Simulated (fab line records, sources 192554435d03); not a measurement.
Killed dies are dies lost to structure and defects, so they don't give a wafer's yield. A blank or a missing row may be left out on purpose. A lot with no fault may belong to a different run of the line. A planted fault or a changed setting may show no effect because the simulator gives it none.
fab line records | flow n5Finfet | part 1 of 2: steps 1 to 4 of 6
record lots=23 | wafers=69 | lastDay=17
route steps=1938 shown BEOL_M8@1400 BEOL_M9@1417
lots that met no fault: taken from a fault-free run of the same line
startH: the number of hours between the record's first day and the start of the first shown wafer of the lot | waitH: hours since the lot's step before | " repeats the value in the row above | L1.1+2: several wafers, shown together as one row | - no value, or no start was given | * or withheld: withheld | < > ~ a bound
route shown NAME@n: NAME is a module with steps in the file, n the number in the route of the first one | usual: mean/standard deviation taken from wafers without a fault | same: alike in all rows | chamber/n: place in a boat | sites: per-site readings | _std_site: their standard deviation | _edge_site: outer sites' mean less inner sites' | radiusMm: how far each site lies from the wafer's centre | mask NAME#n: copy n | behind: tool/chamber where the wafer was last shaped | hold: why the lot went on hold/how many hours it stayed there/how the hold came to an end | device: which transistor (n, p or np) failed to switch | end of line: the same wafers' tests at the end of the route | a step without rows: its recipe alone | killed: count of dies lost to structure and defects at first sort (not the wafer's yield) | map: a wafer's dies, x killed, . not, _ none there
set.NAME: the setting that was run; set.NAME@STEP: the one run at that earlier step | model.NAME: the simulator's own value behind a step, which no gauge read
one table for each step of the route and one row for each wafer, over a sample of lots
services: when a tool's chamber went out of use (startH, in hours from the record's first day, below 0 if earlier), for how many hours, and the reason
## steps
# step N5_BEOL_M8_INSPECT_58
# recipe inspectInstrument=darkfield | mode=postDep
# usual rawDefectCount=73/23
lot.wafer | tool             | chamber | startH | waitH | rawDefectCount
L074.1    | defectInspect-02 | -       | 224.40 | 0.0   | 90
L074.3    | "                | -       | "      | "     | 89
L074.6    | "                | -       | "      | "     | 97
L076.1    | defectInspect-01 | -       | 229.54 | 0.0   | 69
L076.4    | "                | -       | "      | "     | 59
L076.6    | "                | -       | "      | "     | 53
L079.3    | defectInspect-02 | -       | 237.49 | 0.0   | 69
L079.5    | "                | -       | "      | "     | 41
L079.6    | "                | -       | "      | "     | 41
L078.2    | defectInspect-01 | -       | 246.34 | 0.0   | 116
L078.3    | "                | -       | "      | "     | 103
L078.6    | "                | -       | "      | "     | 111
L081.3    | defectInspect-01 | -       | 259.95 | 0.0   | 50
L081.4    | "                | -       | "      | "     | 37
L081.5    | "                | -       | "      | "     | 45
L082.2    | defectInspect-01 | -       | 260.52 | 0.0   | 58
L082.4    | "                | -       | "      | "     | 69
L082.5    | "                | -       | "      | "     | 62
L077.2    | defectInspect-02 | -       | 268.98 | 0.0   | 68
L077.5    | "                | -       | "      | "     | 83
L077.6    | "                | -       | "      | "     | 68
L080.2    | defectInspect-02 | -       | 269.28 | 0.0   | 79
L080.3    | "                | -       | "      | "     | 88
L080.4    | "                | -       | "      | "     | 68
L083.1    | defectInspect-02 | -       | 280.24 | 0.0   | 88
L083.2    | "                | -       | "      | "     | 94
L083.4    | "                | -       | "      | "     | 51
L084.1    | defectInspect-02 | -       | 281.55 | 0.0   | 130
L084.2    | "                | -       | "      | "     | 49
L084.3    | "                | -       | "      | "     | 73
L085.1    | defectInspect-02 | -       | 291.41 | 0.0   | 57
L085.3    | "                | -       | "      | "     | 79
L085.4    | "                | -       | "      | "     | 66
L086.1    | defectInspect-02 | -       | 295.38 | 0.0   | 43
L086.2    | "                | -       | "      | "     | 98
L086.4    | "                | -       | "      | "     | 65
L088.1    | defectInspect-02 | -       | 297.20 | 0.0   | 118
L088.3    | "                | -       | "      | "     | 87
L088.4    | "                | -       | "      | "     | 68
L087.2    | defectInspect-02 | -       | 302.80 | 0.0   | 72
L087.4    | "                | -       | "      | "     | 88
L087.6    | "                | -       | "      | "     | 93
L089.1    | defectInspect-02 | -       | 318.71 | 0.0   | 71
L089.3    | "                | -       | "      | "     | 61
L089.6    | "                | -       | "      | "     | 130
L090.2    | defectInspect-02 | -       | 319.46 | 0.0   | 50
L090.4    | "                | -       | "      | "     | 68
L090.5    | "                | -       | "      | "     | 73
L091.1    | defectInspect-02 | -       | 328.04 | 0.0   | 57
L091.4    | "                | -       | "      | "     | 72
L091.6    | "                | -       | "      | "     | 86
L092.1    | defectInspect-02 | -       | 331.74 | 0.0   | 65
L092.4    | "                | -       | "      | "     | 42
L092.5    | "                | -       | "      | "     | 64
L094.1    | defectInspect-02 | -       | 341.27 | 0.0   | 45
L094.2    | "                | -       | "      | "     | 89
L094.5    | "                | -       | "      | "     | 79
L095.2    | defectInspect-01 | -       | 341.39 | 0.0   | 76
L095.3    | "                | -       | "      | "     | 57
L095.4    | "                | -       | "      | "     | 56
L093.3    | defectInspect-02 | -       | 341.68 | 0.0   | 54
L093.4    | "                | -       | "      | "     | 31
L093.5    | "                | -       | "      | "     | 66
L096.1    | defectInspect-02 | -       | 343.14 | 0.0   | 43
L096.4    | "                | -       | "      | "     | 55
L096.5    | "                | -       | "      | "     | 37
L097.2    | defectInspect-02 | -       | 346.85 | 0.0   | 114
L097.3    | "                | -       | "      | "     | 78
L097.4    | "                | -       | "      | "     | 58
# step N5_BEOL_M9_DESCUM_16
# recipe chemistry=O2 | timeS=7.9 | sourcePowerW=50 | biasPowerW=20 | pressureMtorr=20 | rfFrequencyHz=2.712e+07 | tempC=40 | resist=CAR-ArF | o2FlowSccm=225
# usual drypumpMotorCurrentA=5.8/0.39 | oesProductAu=0.78/0.084 | rfVppV=242.7/1.2 | showerheadPlenumPTorr=2.06/0.051 | throttleValvePct=20.45/0.27
lot.wafer | tool       | chamber | startH | waitH | drypumpMotorCurrentA | oesProductAu | rfHoursCounterH | rfVppV | showerheadPlenumPTorr | throttleValvePct
L074.1    | rieDiel-01 | 2       | 227.67 | 0.1   | 5.9                  | 0.77         | 173             | 242.4  | 2.10                  | 20.62
L074.3    | "          | 1       | "      | "     | 5.4                  | 0.74         | 184             | 242.6  | 1.97                  | 20.13
L074.6    | "          | 1       | "      | "     | 5.4                  | 0.73         | -               | 241.4  | 1.97                  | 20.13
L076.1    | rieDiel-06 | 2       | 232.69 | 0.1   | 6.2                  | 0.71         | 205             | 242.8  | 2.08                  | 20.90
L076.4    | "          | 3       | "      | "     | 5.2                  | 0.72         | 219             | 244.7  | 2.15                  | 20.67
L076.6    | "          | 0       | "      | "     | 5.7                  | 0.93         | -               | 242.7  | 2.07                  | 20.64
L079.3    | rieDiel-06 | 1       | 240.11 | 0.0   | 5.5                  | 0.72         | 181             | 244.5  | 2.09                  | 20.07
L079.5    | "          | 1       | "      | "     | 5.5                  | 0.72         | -               | 243.2  | 2.09                  | 20.08
L079.6    | "          | 0       | "      | "     | 5.6                  | 0.91         | -               | 242.8  | 2.07                  | 20.65
L078.2    | rieDiel-02 | 2       | 249.34 | 0.5   | 6.0                  | 0.70         | 188             | 243.5  | 2.15                  | 20.60
L078.3    | "          | 3       | "      | "     | 6.3                  | 0.82         | 96              | 241.5  | 2.10                  | 20.44
L078.6    | "          | 3       | "      | "     | 6.3                  | 0.82         | -               | 242.4  | 2.10                  | 20.43
L081.3    | rieDiel-01 | 3       | 262.53 | 0.0   | 6.2                  | 0.74         | 170             | 243.7  | 2.02                  | 20.51
L081.4    | "          | 2       | "      | "     | 5.9                  | 0.75         | 185             | 243.3  | 2.10                  | 20.61
L081.5    | "          | 0       | "      | "     | 6.3                  | 0.89         | -               | 242.9  | 2.05                  | 20.06
L082.2    | rieDiel-02 | 1       | 262.89 | 0.2   | 5.8                  | 0.97         | 11              | 242.8  | 2.03                  | 20.56
L082.4    | "          | 2       | "      | "     | 6.0                  | 0.70         | 192             | 244.3  | 2.15                  | 20.63
L082.5    | "          | 3       | "      | "     | 6.3                  | 0.82         | -               | 242.5  | 2.10                  | 20.43
L077.2    | rieDiel-06 | 3       | 272.49 | 0.1   | 5.3                  | 0.71         | 231             | 244.0  | 2.15                  | 20.69
L077.5    | "          | 1       | "      | "     | 5.5                  | 0.71         | -               | 242.8  | 2.09                  | 20.09
L077.6    | "          | 0       | "      | "     | 5.6                  | 0.88         | -               | 241.6  | 2.07                  | 20.65
L080.2    | rieDiel-01 | 3       | 272.80 | 0.1   | 6.2                  | 0.73         | 173             | 242.5  | 2.02                  | 20.50
L080.3    | "          | 2       | "      | "     | 5.8                  | 0.75         | 188             | 242.9  | 2.10                  | 20.63
L080.4    | "          | 1       | "      | "     | 5.5                  | 0.73         | 200             | 240.9  | 1.97                  | 20.16
L083.1    | rieDiel-01 | 2       | 283.92 | 0.4   | 5.9                  | 0.76         | 192             | 242.9  | 2.10                  | 20.63
L083.2    | "          | 1       | "      | "     | 5.4                  | 0.72         | 203             | 241.5  | 1.97                  | 20.17
L083.4    | "          | 0       | "      | "     | 6.3                  | 0.89         | 38              | 241.5  | 2.04                  | 20.06
L084.1    | rieDiel-06 | 1       | 284.55 | 0.6   | 5.5                  | 0.71         | 193             | 243.6  | 2.08                  | 20.10
L084.2    | "          | 0       | "      | "     | 5.6                  | 0.89         | 26              | 241.6  | 2.07                  | 20.67
L084.3    | "          | 3       | "      | "     | 5.3                  | 0.69         | 235             | 244.5  | 2.14                  | 20.71
L085.1    | rieDiel-01 | 3       | 294.13 | 0.1   | 6.2                  | 0.73         | 179             | 240.6  | 2.02                  | 20.52
L085.3    | "          | 2       | "      | "     | 5.9                  | 0.75         | 195             | 243.0  | 2.10                  | 20.62
L085.4    | "          | 1       | "      | "     | 5.4                  | 0.72         | 206             | 240.7  | 1.97                  | 20.16
L086.1    | rieDiel-02 | 3       | 298.29 | 0.0   | 6.3                  | 0.79         | 110             | 245.0  | 2.09                  | 20.47
L086.2    | "          | 0       | "      | "     | 5.0                  | 0.82         | 81              | 240.9  | 2.02                  | 20.38
L086.4    | "          | 1       | "      | "     | 5.8                  | 0.94         | 23              | 242.1  | 2.03                  | 20.56
L088.1    | rieDiel-01 | 0       | 299.42 | 0.6   | 6.3                  | 0.88         | 43              | 244.1  | 2.04                  | 20.07
L088.3    | "          | 1       | "      | "     | 5.5                  | 0.71         | 209             | 240.8  | 1.97                  | 20.17
L088.4    | "          | 2       | "      | "     | 5.9                  | 0.74         | 197             | 242.9  | 2.10                  | 20.63
L087.2    | rieDiel-01 | 1       | 305.08 | 0.7   | 5.4                  | 0.71         | 211             | 241.7  | 1.97                  | 20.20
L087.4    | "          | 3       | "      | "     | 6.2                  | 0.73         | 184             | 242.3  | 2.01                  | 20.51
L087.6    | "          | 0       | "      | "     | 6.3                  | 0.88         | -               | 242.2  | 2.04                  | 20.08
L089.1    | rieDiel-02 | 1       | 322.12 | 0.1   | 5.8                  | 0.91         | 33              | 242.3  | 2.03                  | 20.56
L089.3    | "          | 2       | "      | "     | 6.0                  | 0.68         | 216             | 244.2  | 2.14                  | 20.65
L089.6    | "          | 1       | "      | "     | 5.8                  | 0.92         | -               | 242.5  | 2.03                  | 20.57
L090.2    | rieDiel-06 | 2       | 322.25 | 0.0   | 6.2                  | 0.70         | 227             | 242.5  | 2.07                  | 20.94
L090.4    | "          | 0       | "      | "     | 5.6                  | 0.88         | 32              | 243.8  | 2.07                  | 20.68
L090.5    | "          | 0       | "      | "     | 5.7                  | 0.88         | -               | 243.2  | 2.07                  | 20.66
L091.1    | rieDiel-06 | 2       | 331.55 | 0.0   | 6.2                  | 0.70         | 230             | 241.2  | 2.07                  | 20.93
L091.4    | "          | 1       | "      | "     | 5.5                  | 0.71         | 202             | 243.2  | 2.08                  | 20.10
L091.6    | "          | 1       | "      | "     | 5.5                  | 0.71         | -               | 242.6  | 2.08                  | 20.12
L092.1    | rieDiel-06 | 3       | 335.34 | 0.1   | 5.2                  | 0.70         | 244             | 243.3  | 2.14                  | 20.70
L092.4    | "          | 2       | "      | "     | 6.2                  | 0.69         | 231             | 242.8  | 2.07                  | 20.94
L092.5    | "          | 1       | "      | "     | 5.5                  | 0.70         | -               | 241.9  | 2.08                  | 20.11
L094.1    | rieDiel-01 | 1       | 344.17 | 0.0   | 5.5                  | 0.71         | 226             | 241.8  | 1.96                  | 20.21
L094.2    | "          | 3       | "      | "     | 6.2                  | 0.72         | 195             | 242.3  | 2.01                  | 20.53
L094.5    | "          | 1       | "      | "     | 5.4                  | 0.71         | -               | 241.4  | 1.96                  | 20.20
L095.2    | rieDiel-01 | 3       | 344.43 | 0.1   | 6.2                  | 0.72         | 195             | 240.6  | 2.01                  | 20.56
L095.3    | "          | 0       | "      | "     | 6.3                  | 0.85         | 61              | 242.0  | 2.03                  | 20.11
L095.4    | "          | 1       | "      | "     | 5.4                  | 0.70         | 226             | 241.5  | 1.96                  | 20.21
L093.3    | rieDiel-02 | 2       | 344.51 | 0.0   | 6.0                  | 0.68         | 224             | 244.6  | 2.14                  | 20.67
L093.4    | "          | 3       | "      | "     | 6.3                  | 0.78         | 126             | 243.7  | 2.09                  | 20.48
L093.5    | "          | 2       | "      | "     | 6.0                  | 0.68         | -               | 243.6  | 2.14                  | 20.66
L096.1    | rieDiel-02 | 3       | 344.79 | 0.0   | 6.3                  | 0.78         | 126             | 242.9  | 2.09                  | 20.49
L096.4    | "          | 0       | "      | "     | 5.0                  | 0.80         | 97              | 241.1  | 2.02                  | 20.42
L096.5    | "          | 2       | "      | "     | 6.0                  | 0.67         | -               | 245.1  | 2.14                  | 20.67
L097.2    | rieDiel-01 | 3       | 348.46 | 0.0   | 6.2                  | 0.71         | 196             | 241.1  | 2.01                  | 20.54
L097.3    | "          | 0       | "      | "     | 6.3                  | 0.85         | 62              | 242.6  | 2.03                  | 20.11
L097.4    | "          | 3       | "      | "     | 6.2                  | 0.72         | -               | 241.2  | 2.01                  | 20.55
# step N5_BEOL_M9_ETCH_62
# recipe chemistry=N2/H2 | target=SOC | targetDepthA=1100 | overetchA=220 | maskMaterial=SiARC | tempC=40 | timeS=165 | ionEnergyEv=200 | pressureMtorr=30 | sourceW=840 | biasW=150 | n2FlowSccm=200 | h2FlowSccm=200
# usual drypumpMotorCurrentA=5.8/0.39 | oesProductAu=0.66/0.066 | rfVppV=522.8/2 | showerheadPlenumPTorr=2.50/0.065 | throttleValvePct=17.81/0.29
lot.wafer | tool       | chamber | startH | waitH | drypumpMotorCurrentA | oesProductAu | rfHoursCounterH | rfVppV | showerheadPlenumPTorr | throttleValvePct
L074.1    | rieDiel-01 | 2       | 227.75 | 0.0   | 5.9                  | 0.66         | 173             | 525.3  | 2.55                  | 18.10
L074.3    | "          | 1       | "      | "     | 5.4                  | 0.62         | 184             | 520.7  | 2.41                  | 17.56
L074.6    | "          | 1       | "      | "     | 5.4                  | 0.63         | -               | 522.2  | 2.41                  | 17.56
L076.1    | rieDiel-06 | 2       | 232.78 | 0.0   | 6.2                  | 0.59         | 205             | 523.7  | 2.50                  | 18.13
L076.4    | "          | 3       | "      | "     | 5.3                  | 0.61         | 219             | 523.7  | 2.62                  | 18.13
L076.6    | "          | 0       | "      | "     | 5.7                  | 0.77         | -               | 521.8  | 2.48                  | 17.68
L079.3    | rieDiel-06 | 1       | 240.20 | 0.0   | 5.5                  | 0.62         | 181             | 522.2  | 2.54                  | 17.47
L079.5    | "          | 1       | "      | "     | 5.5                  | 0.61         | -               | 523.5  | 2.54                  | 17.46
L079.6    | "          | 0       | "      | "     | 5.6                  | 0.76         | -               | 522.4  | 2.48                  | 17.69
L078.2    | rieDiel-02 | 2       | 249.43 | 0.0   | 6.0                  | 0.61         | 188             | 526.9  | 2.63                  | 18.06
L078.3    | "          | 3       | "      | "     | 6.3                  | 0.68         | 96              | 524.7  | 2.56                  | 17.95
L078.6    | "          | 3       | "      | "     | 6.3                  | 0.69         | -               | 525.1  | 2.56                  | 17.97
L081.3    | rieDiel-01 | 3       | 262.62 | 0.0   | 6.2                  | 0.64         | 170             | 520.6  | 2.43                  | 17.71
L081.4    | "          | 2       | "      | "     | 5.9                  | 0.64         | 185             | 523.7  | 2.54                  | 18.12
L081.5    | "          | 0       | "      | "     | 6.4                  | 0.76         | -               | 523.5  | 2.47                  | 17.34
L082.2    | rieDiel-02 | 1       | 262.98 | 0.0   | 5.8                  | 0.82         | 11              | 524.7  | 2.50                  | 18.10
L082.4    | "          | 2       | "      | "     | 6.0                  | 0.61         | 192             | 526.3  | 2.62                  | 18.07
L082.5    | "          | 3       | "      | "     | 6.3                  | 0.68         | -               | 525.4  | 2.56                  | 17.98
L077.2    | rieDiel-06 | 3       | 272.57 | 0.0   | 5.3                  | 0.60         | 231             | 527.3  | 2.62                  | 18.15
L077.5    | "          | 1       | "      | "     | 5.5                  | 0.62         | -               | 524.5  | 2.54                  | 17.47
L077.6    | "          | 0       | "      | "     | 5.6                  | 0.75         | -               | 523.1  | 2.47                  | 17.70
L080.2    | rieDiel-01 | 3       | 272.88 | 0.0   | 6.2                  | 0.63         | 173             | 521.1  | 2.42                  | 17.73
L080.3    | "          | 2       | "      | "     | 5.8                  | 0.64         | 188             | 522.7  | 2.54                  | 18.13
L080.4    | "          | 1       | "      | "     | 5.5                  | 0.62         | 200             | 521.0  | 2.41                  | 17.57
L083.1    | rieDiel-01 | 2       | 284.01 | 0.0   | 5.8                  | 0.64         | 192             | 522.6  | 2.54                  | 18.14
L083.2    | "          | 1       | "      | "     | 5.5                  | 0.61         | 203             | 519.4  | 2.41                  | 17.59
L083.4    | "          | 0       | "      | "     | 6.3                  | 0.75         | 38              | 521.4  | 2.47                  | 17.36
L084.1    | rieDiel-06 | 1       | 284.63 | 0.0   | 5.5                  | 0.61         | 194             | 521.7  | 2.53                  | 17.49
L084.2    | "          | 0       | "      | "     | 5.6                  | 0.74         | 26              | 523.2  | 2.47                  | 17.73
L084.3    | "          | 3       | "      | "     | 5.3                  | 0.60         | 235             | 526.1  | 2.61                  | 18.17
L085.1    | rieDiel-01 | 3       | 294.21 | 0.0   | 6.2                  | 0.62         | 179             | 520.3  | 2.42                  | 17.73
L085.3    | "          | 2       | "      | "     | 5.9                  | 0.63         | 195             | 522.3  | 2.54                  | 18.14
L085.4    | "          | 1       | "      | "     | 5.4                  | 0.61         | 206             | 520.0  | 2.41                  | 17.60
L086.1    | rieDiel-02 | 3       | 298.38 | 0.0   | 6.3                  | 0.67         | 110             | 523.9  | 2.56                  | 17.98
L086.2    | "          | 0       | "      | "     | 5.0                  | 0.69         | 81              | 522.8  | 2.46                  | 17.76
L086.4    | "          | 1       | "      | "     | 5.8                  | 0.78         | 23              | 522.3  | 2.49                  | 18.12
L088.1    | rieDiel-01 | 0       | 299.50 | 0.0   | 6.3                  | 0.74         | 43              | 521.4  | 2.47                  | 17.37
L088.3    | "          | 1       | "      | "     | 5.4                  | 0.61         | 209             | 519.4  | 2.40                  | 17.60
L088.4    | "          | 2       | "      | "     | 5.9                  | 0.64         | 197             | 523.6  | 2.54                  | 18.15
L087.2    | rieDiel-01 | 1       | 305.17 | 0.0   | 5.4                  | 0.61         | 211             | 518.4  | 2.40                  | 17.60
L087.4    | "          | 3       | "      | "     | 6.2                  | 0.63         | 184             | 520.6  | 2.42                  | 17.74
L087.6    | "          | 0       | "      | "     | 6.4                  | 0.74         | -               | 522.2  | 2.47                  | 17.37
L089.1    | rieDiel-02 | 1       | 322.20 | 0.0   | 5.8                  | 0.77         | 33              | 522.2  | 2.49                  | 18.16
L089.3    | "          | 2       | "      | "     | 6.0                  | 0.60         | 216             | 527.3  | 2.61                  | 18.09
L089.6    | "          | 1       | "      | "     | 5.8                  | 0.77         | -               | 522.6  | 2.49                  | 18.16
L090.2    | rieDiel-06 | 2       | 322.33 | 0.0   | 6.2                  | 0.59         | 227             | 522.8  | 2.50                  | 18.18
L090.4    | "          | 0       | "      | "     | 5.6                  | 0.73         | 32              | 523.8  | 2.47                  | 17.71
L090.5    | "          | 0       | "      | "     | 5.7                  | 0.73         | -               | 522.0  | 2.47                  | 17.71
L091.1    | rieDiel-06 | 2       | 331.63 | 0.0   | 6.2                  | 0.58         | 230             | 522.9  | 2.49                  | 18.18
L091.4    | "          | 1       | "      | "     | 5.5                  | 0.60         | 202             | 523.8  | 2.53                  | 17.50
L091.6    | "          | 1       | "      | "     | 5.5                  | 0.60         | -               | 523.5  | 2.53                  | 17.50
L092.1    | rieDiel-06 | 3       | 335.43 | 0.0   | 5.2                  | 0.59         | 244             | 525.9  | 2.61                  | 18.18
L092.4    | "          | 2       | "      | "     | 6.2                  | 0.59         | 231             | 523.0  | 2.49                  | 18.17
L092.5    | "          | 1       | "      | "     | 5.5                  | 0.61         | -               | 522.2  | 2.53                  | 17.50
L094.1    | rieDiel-01 | 1       | 344.26 | 0.0   | 5.5                  | 0.60         | 226             | 520.2  | 2.40                  | 17.62
L094.2    | "          | 3       | "      | "     | 6.2                  | 0.62         | 195             | 520.9  | 2.42                  | 17.76
L094.5    | "          | 1       | "      | "     | 5.4                  | 0.60         | -               | 520.4  | 2.40                  | 17.64
L095.2    | rieDiel-01 | 3       | 344.51 | 0.0   | 6.2                  | 0.62         | 195             | 521.3  | 2.41                  | 17.75
L095.3    | "          | 0       | "      | "     | 6.3                  | 0.72         | 61              | 522.2  | 2.46                  | 17.40
L095.4    | "          | 1       | "      | "     | 5.5                  | 0.60         | 226             | 520.2  | 2.40                  | 17.63
L093.3    | rieDiel-02 | 2       | 344.59 | 0.0   | 6.0                  | 0.58         | 224             | 524.6  | 2.61                  | 18.11
L093.4    | "          | 3       | "      | "     | 6.3                  | 0.66         | 126             | 524.7  | 2.55                  | 18.01
L093.5    | "          | 2       | "      | "     | 6.0                  | 0.58         | -               | 526.3  | 2.61                  | 18.13
L096.1    | rieDiel-02 | 3       | 344.88 | 0.0   | 6.3                  | 0.65         | 126             | 525.1  | 2.55                  | 18.03
L096.4    | "          | 0       | "      | "     | 5.0                  | 0.68         | 97              | 522.3  | 2.45                  | 17.81
L096.5    | "          | 2       | "      | "     | 6.0                  | 0.58         | -               | 525.8  | 2.61                  | 18.11
L097.2    | rieDiel-01 | 3       | 348.54 | 0.0   | 6.2                  | 0.62         | 196             | 519.0  | 2.41                  | 17.76
L097.3    | "          | 0       | "      | "     | 6.3                  | 0.72         | 62              | 521.1  | 2.46                  | 17.39
L097.4    | "          | 3       | "      | "     | 6.2                  | 0.62         | -               | 518.8  | 2.41                  | 17.75
# step N5_BEOL_M9_OVL_MEAS_29
# recipe pointsPerWafer=522
# usual V8_OVL=0.0/0.65
lot.wafer | tool       | chamber | startH | waitH | V8_OVL[nm]
L074.1    | overlay-02 | 0       | 228.84 | 0.0   | 1.0
L074.3    | "          | 0       | "      | "     | -0.2
L074.6    | "          | 0       | "      | "     | 0.0
L076.1    | overlay-02 | 0       | 234.01 | 0.0   | -0.2
L076.4    | "          | 0       | "      | "     | -0.7
L076.6    | "          | 0       | "      | "     | -0.4
L079.3    | overlay-01 | 0       | 242.94 | 0.0   | 0.4
L079.5    | "          | 0       | "      | "     | 0.3
L079.6    | "          | 0       | "      | "     | 1.3
L078.2    | overlay-02 | 0       | 252.68 | 0.0   | 0.1
L078.3    | "          | 0       | "      | "     | 0.5
L078.6    | "          | 0       | "      | "     | 0.8
L081.3    | overlay-02 | 0       | 265.67 | 0.0   | -0.8
L081.4    | "          | 0       | "      | "     | -0.5
L081.5    | "          | 0       | "      | "     | -0.6
L082.2    | overlay-01 | 0       | 265.70 | 0.0   | -0.3
L082.4    | "          | 0       | "      | "     | -0.8
L082.5    | "          | 0       | "      | "     | 0.1
L077.2    | overlay-02 | 0       | 275.27 | 0.0   | 1.2
L077.5    | "          | 0       | "      | "     | 1.0
L077.6    | "          | 0       | "      | "     | -0.1
L080.2    | overlay-02 | 0       | 275.37 | 0.0   | -0.3
L080.3    | "          | 0       | "      | "     | -0.4
L080.4    | "          | 0       | "      | "     | -0.7
L083.1    | overlay-02 | 0       | 285.85 | 0.0   | 0.7
L083.2    | "          | 0       | "      | "     | 0.7
L083.4    | "          | 0       | "      | "     | 0.4
L084.1    | overlay-01 | 0       | 285.89 | 0.0   | -0.1
L084.2    | "          | 0       | "      | "     | 0.3
L084.3    | "          | 0       | "      | "     | -0.2
L085.1    | overlay-01 | 0       | 295.05 | 0.0   | 0.9
L085.3    | "          | 0       | "      | "     | 0.6
L085.4    | "          | 0       | "      | "     | -0.2
L086.1    | overlay-01 | 0       | 299.18 | 0.0   | -0.3
L086.2    | "          | 0       | "      | "     | -0.2
L086.4    | "          | 0       | "      | "     | -1.0
L088.1    | overlay-02 | 0       | 301.20 | 0.0   | 0.7
L088.3    | "          | 0       | "      | "     | 0.3
L088.4    | "          | 0       | "      | "     | -0.6
L087.2    | overlay-02 | 0       | 306.35 | 0.0   | -0.5
L087.4    | "          | 0       | "      | "     | -1.1
L087.6    | "          | 0       | "      | "     | -0.5
L089.1    | overlay-01 | 0       | 324.48 | 0.0   | 0.4
L089.3    | "          | 0       | "      | "     | -0.4
L089.6    | "          | 0       | "      | "     | 0.2
L090.2    | overlay-02 | 0       | 324.53 | 0.0   | -0.2
L090.4    | "          | 0       | "      | "     | 1.2
L090.5    | "          | 0       | "      | "     | -0.4
L091.1    | overlay-01 | 0       | 334.31 | 0.0   | -0.6
L091.4    | "          | 0       | "      | "     | -0.2
L091.6    | "          | 0       | "      | "     | -0.5
L092.1    | overlay-01 | 0       | 336.16 | 0.0   | 0.2
L092.4    | "          | 0       | "      | "     | 0.0
L092.5    | "          | 0       | "      | "     | 0.4
L094.1    | overlay-02 | 0       | 345.26 | 0.0   | 0.7
L094.2    | "          | 0       | "      | "     | 1.2
L094.5    | "          | 0       | "      | "     | 1.0
L093.3    | overlay-01 | 0       | 345.69 | 0.0   | -0.2
L093.4    | "          | 0       | "      | "     | -0.1
L093.5    | "          | 0       | "      | "     | 0.6
L095.2    | overlay-02 | 0       | 345.73 | 0.0   | -0.3
L095.3    | "          | 0       | "      | "     | 0.4
L095.4    | "          | 0       | "      | "     | 0.2
L096.1    | overlay-02 | 0       | 346.28 | 0.0   | -0.9
L096.4    | "          | 0       | "      | "     | -1.0
L096.5    | "          | 0       | "      | "     | -0.6
L097.2    | overlay-02 | 0       | 350.10 | 0.0   | -0.1
L097.3    | "          | 0       | "      | "     | -0.1
L097.4    | "          | 0       | "      | "     | -0.3
